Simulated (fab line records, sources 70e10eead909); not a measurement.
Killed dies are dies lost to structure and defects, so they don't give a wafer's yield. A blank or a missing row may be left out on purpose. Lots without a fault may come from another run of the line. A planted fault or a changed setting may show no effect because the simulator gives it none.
Which tool did it? | flow nand_harc | 24 lots, 72 wafers sampled, at 2 steps of a route of 1159

WHAT THE GAUGES READ, wafer by wafer
NHARC_A_SLIT_CD_MEAS_09: target cd 300 nm.
lot  | measured     | on        | cd_nm (nm)
L075 | day 14 06:16 | cd_sem-03 | 299.9 299.8 300.4
L074 | day 14 06:30 | cd_sem-02 | 300.2 299.8 300.3
L076 | day 14 20:08 | cd_sem-03 | 300.1 299.9 299.7
L077 | day 14 21:34 | cd_sem-03 | 299.6 300.2 299.3
L080 | day 15 06:16 | cd_sem-01 | 300.5 299.8 300.4
L078 | day 15 07:45 | cd_sem-02 | 300.5 299.8 300.2
L079 | day 15 07:07 | cd_sem-01 | 300.0 300.0 299.3
L081 | day 16 08:14 | cd_sem-01 | 299.8 299.6 299.9
L082 | day 16 08:12 | cd_sem-03 | 299.5 299.5 299.4
L084 | day 16 22:39 | cd_sem-03 | 300.5 300.2 300.0
L083 | day 16 22:56 | cd_sem-02 | 300.1 300.1 300.4
L088 | day 17 15:45 | cd_sem-03 | 300.0 299.7 299.8
L085 | day 17 15:55 | cd_sem-02 | 300.7 300.2 300.2
L086 | day 17 17:20 | cd_sem-01 | 299.9 300.6 300.6
L090 | day 18 05:48 | cd_sem-02 | 299.8 299.5 300.2
L091 | day 18 07:20 | cd_sem-02 | 299.5 299.5 300.1
L089 | day 18 11:59 | cd_sem-02 | 299.6 299.5 299.9
L087 | day 18 12:59 | cd_sem-03 | 299.9 300.2 300.1
L093 | day 18 18:55 | cd_sem-03 | 299.3 299.3 300.1
L092 | day 19 05:42 | cd_sem-02 | 299.4 300.0 299.8
L096 | day 19 22:30 | cd_sem-03 | 300.3 300.1 299.8
L094 | day 19 22:58 | cd_sem-01 | 299.7 299.6 299.7
L095 | day 19 22:47 | cd_sem-02 | 299.8 300.2 299.9
L097 | day 20 08:21 | cd_sem-02 | 299.7 299.5 300.2

WHICH TOOL RAN EACH LOT (tool, then ch and the chambers of the sampled wafers, then the start)
lot  | NHARC_A_SGD_CUT_STRIP_28
L075 | rie_diel-06 ch 0,1,3, day 14 06:16 or earlier
L074 | rie_diel-04 ch 0,3, day 14 06:30 or earlier
L076 | rie_diel-04 ch 0,1,2, day 14 20:08 or earlier
L077 | rie_diel-08 ch 1,3, day 14 21:34 or earlier
L080 | rie_diel-06 ch 0,1,3, day 15 06:16 or earlier
L078 | rie_diel-08 ch 1,2,3, day 15 07:45 or earlier
L079 | rie_diel-04 ch 0,1,3, day 15 07:07 or earlier
L081 | rie_diel-06 ch 1,2, day 16 08:14 or earlier
L082 | rie_diel-04 ch 0,1,2, day 16 08:12 or earlier
L084 | rie_diel-06 ch 0,1,2, day 16 22:39 or earlier
L083 | rie_diel-08 ch 0,2,3, day 16 22:56 or earlier
L088 | rie_diel-04 ch 0,1, day 17 15:45 or earlier
L085 | rie_diel-06 ch 0,1,2, day 17 12:35
L086 | rie_diel-06 ch 0,1,2, day 17 12:38
L090 | rie_diel-04 ch 2,3, day 18 05:48 or earlier
L091 | rie_diel-08 ch 1,3, day 18 07:20 or earlier
L089 | rie_diel-08 ch 2,3, day 18 11:59 or earlier
L087 | rie_diel-04 ch 0,2,3, day 18 12:59 or earlier
L093 | rie_diel-04 ch 1,3, day 18 18:55 or earlier
L092 | rie_diel-04 ch 0,3, day 19 05:42 or earlier
L096 | rie_diel-04 ch 1,2,3, day 19 22:30 or earlier
L094 | rie_diel-08 ch 0,1, day 19 22:58 or earlier
L095 | rie_diel-06 ch 0,2,3, day 19 22:47 or earlier
L097 | rie_diel-04 ch 0,2, day 20 08:21 or earlier
- NHARC_A_SGD_CUT_STRIP_28: strips in O2, time 20 s.

WHAT THE TOOLS THEMSELVES READ (means of the sampled wafers that have a number; where no wafer has one, the mark that the record gives instead)
NHARC_A_SGD_CUT_STRIP_28.
lot  | tool        | drypump_motor_current_A (A) | oes_product_au (a.u.) | rf_vpp_V (V) | showerhead_plenum_p_Torr (Torr) | throttle_valve_pct (%)
L075 | rie_diel-06 | 5.50                        | 1.003                 | 57.1         | 3.56                            | 17.040
L074 | rie_diel-04 | 5.71                        | 1.007                 | 57.6         | 3.46                            | 17.025
L076 | rie_diel-04 | 5.84                        | 0.996                 | 57.9         | 3.45                            | 17.033
L077 | rie_diel-08 | 5.53                        | 1.003                 | 57.8         | 3.45                            | 17.038
L080 | rie_diel-06 | 5.50                        | 1.003                 | 57.6         | 3.56                            | 17.048
L078 | rie_diel-08 | 5.60                        | 1.002                 | 57.6         | 3.51                            | 17.030
L079 | rie_diel-04 | 5.76                        | 0.999                 | 58.3         | 3.51                            | 17.025
L081 | rie_diel-06 | 5.70                        | 1.003                 | 58.3         | 3.58                            | 17.049
L082 | rie_diel-04 | 5.83                        | 0.995                 | 58.0         | 3.45                            | 17.040
L084 | rie_diel-06 | 5.58                        | 0.995                 | 58.3         | 3.63                            | 17.030
L083 | rie_diel-08 | 5.72                        | 1.004                 | 58.0         | 3.54                            | 17.041
L088 | rie_diel-04 | 5.58                        | 0.998                 | 57.8         | 3.37                            | 17.046
L085 | rie_diel-06 | 5.57                        | 0.998                 | 58.6         | 3.63                            | 17.039
L086 | rie_diel-06 | 5.58                        | 1.004                 | 58.1         | 3.63                            | 17.043
L090 | rie_diel-04 | 6.11                        | 1.001                 | 58.1         | 3.68                            | 17.034
L091 | rie_diel-08 | 5.52                        | 1.003                 | 58.5         | 3.49                            | 17.040
L089 | rie_diel-08 | 5.60                        | 1.006                 | 57.4         | 3.46                            | 17.043
L087 | rie_diel-04 | 5.96                        | 0.996                 | 58.1         | 3.54                            | 17.042
L093 | rie_diel-04 | 5.80                        | 1.003                 | 58.4         | 3.55                            | 17.030
L092 | rie_diel-04 | 5.76                        | 1.006                 | 57.1         | 3.46                            | 17.037
L096 | rie_diel-04 | 5.99                        | 0.999                 | 57.5         | 3.58                            | 17.037
L094 | rie_diel-08 | 5.73                        | 1.000                 | 58.8         | 3.58                            | 17.027
L095 | rie_diel-06 | 5.59                        | 0.999                 | 57.3         | 3.58                            | 17.039
L097 | rie_diel-04 | 6.05                        | 0.991                 | 57.8         | 3.47                            | 17.036

THE ANSWER, worked out from the rows above alone
Rule: what is usual is taken from the lots themselves. Put in order of their means at a reading, lots are off if they are a third of the lots or fewer, leave a main group of 4 or more, and stand apart from it by a gap of 3 or more times the standard deviation of the main group's means; of several such gaps the widest counts. A main group whose means are all the same, to the digits that the tables above print for the reading, isn't used. A lot without any number at a reading at which 4 lots or more have one is off too. The other lots that the step has rows for count as sound. The gauges are gone through in route order, then the tools' own readings, and for those a lot's mean is taken as printed above. The first step at which some lot is off is used, and at that step the reading that is off furthest; a lot without a number counts as furthest.
No lot is off at any reading shown: from this, nothing can be told.

WHAT THE SIMULATOR HAD PUT IN
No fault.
